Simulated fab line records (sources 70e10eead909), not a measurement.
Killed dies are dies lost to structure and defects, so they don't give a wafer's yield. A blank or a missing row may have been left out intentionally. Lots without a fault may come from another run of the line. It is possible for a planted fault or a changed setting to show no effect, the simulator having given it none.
Matching of chambers -- flow nandHarc -- 4 sister chambers for NHARC_A_STAIRCASE_CMP_450 on cmp-02
The step polishes SiO2, target thk 200 nm. 4 wafers are shown with their chamber, then 8 later ones without.

## EACH WAFER AND ITS CHAMBER
wafer,chamber,motorCurrentA (A)
L079.6,2,10.9
L090.4,3,11.4
L090.6,1,9.2
L092.3,0,13.7

## WAFERS WITHOUT THEIR CHAMBER
wafer,motorCurrentA (A)
L092.4,10.6
L092.5,10.6
L096.3,11.4
L096.5,11.6
L096.6,13.4
L097.1,13.5
L097.2,12.0
L097.4,9.4

## WHICH CHAMBER EACH WENT THROUGH
wafer,from the rows above,in truth
L092.4,can't be placed: 2 or 3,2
L092.5,can't be placed: 2 or 3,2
L096.3,can't be placed: 3 or 2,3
L096.5,can't be placed: 3 or 2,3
L096.6,0,0
L097.1,0,0
L097.2,can't be placed: 3 or 2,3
L097.4,1,1
Correct placement for 3 of the 8. Not placeable from these rows: 5 (in 5, the candidates include the true chamber). Placed wrongly: 0.
How it was worked out, from the rows above alone: a wafer's distance from a chamber is the root of the sum, over the readings, of the square of ((its reading less the chamber's mean) divided by the reading's scatter). The wafer belongs to the nearest chamber; if the next one is less than 2 further off, it can't be placed. Each chamber's mean is taken over the wafers shown for it. The scatter: with one shown wafer a chamber, the root of the mean of the squares of how far each hidden wafer lies from its nearest shown one.
